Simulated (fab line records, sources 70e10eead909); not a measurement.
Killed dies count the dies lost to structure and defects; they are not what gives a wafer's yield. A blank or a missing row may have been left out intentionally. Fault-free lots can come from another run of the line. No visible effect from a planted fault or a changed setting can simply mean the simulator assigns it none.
Matching of chambers	flow nand harc	NHARC_A_CONTACT_DEP_85 on pecvd-01 has 3 sister chambers
The step deposits SiON, target thk 50 nm. 6 wafers are shown with their chamber, then 8 later ones without.

== WAFERS WITH THEIR CHAMBER ==
wafer	chamber	heater power w (W)
L521.2	2	718
L523.1	0	757
L523.5	2	747
L524.1	0	719
L524.4	1	951
L526.2	1	942

== WAFERS WITH NO CHAMBER GIVEN ==
wafer	heater power w (W)
L526.5	737
L526.6	924
L528.1	864
L528.2	928
L528.6	728
L534.1	847
L534.3	747
L534.6	781

== THE CHAMBER EACH PASSED THROUGH ==
wafer	from the rows above	in truth
L526.5	can't be placed: 0 or 2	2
L526.6	1	1
L528.1	1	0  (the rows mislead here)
L528.2	1	1
L528.6	can't be placed: 2 or 0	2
L534.1	can't be placed: 1 or 0 or 2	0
L534.3	can't be placed: 0 or 2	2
L534.6	can't be placed: 0 or 2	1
Placed correctly: 2 of 8. Not placeable from these rows: 5 (in 4, the candidates include the true chamber). 1 placed wrongly.
How it was worked out, from the rows above alone: a wafer's distance from a chamber is the root of the sum, over the readings, of the square of ((its reading less the chamber's mean) divided by the reading's scatter). If the next closest chamber is less than 2 further off than the closest, the wafer can't be placed; otherwise it belongs to the closest. The mean given for a chamber averages the wafers shown for that chamber. The scatter is the square root of a quotient: the sum, over the shown wafers, of each reading's squared deviation from its chamber's mean, divided by wafers minus chambers.
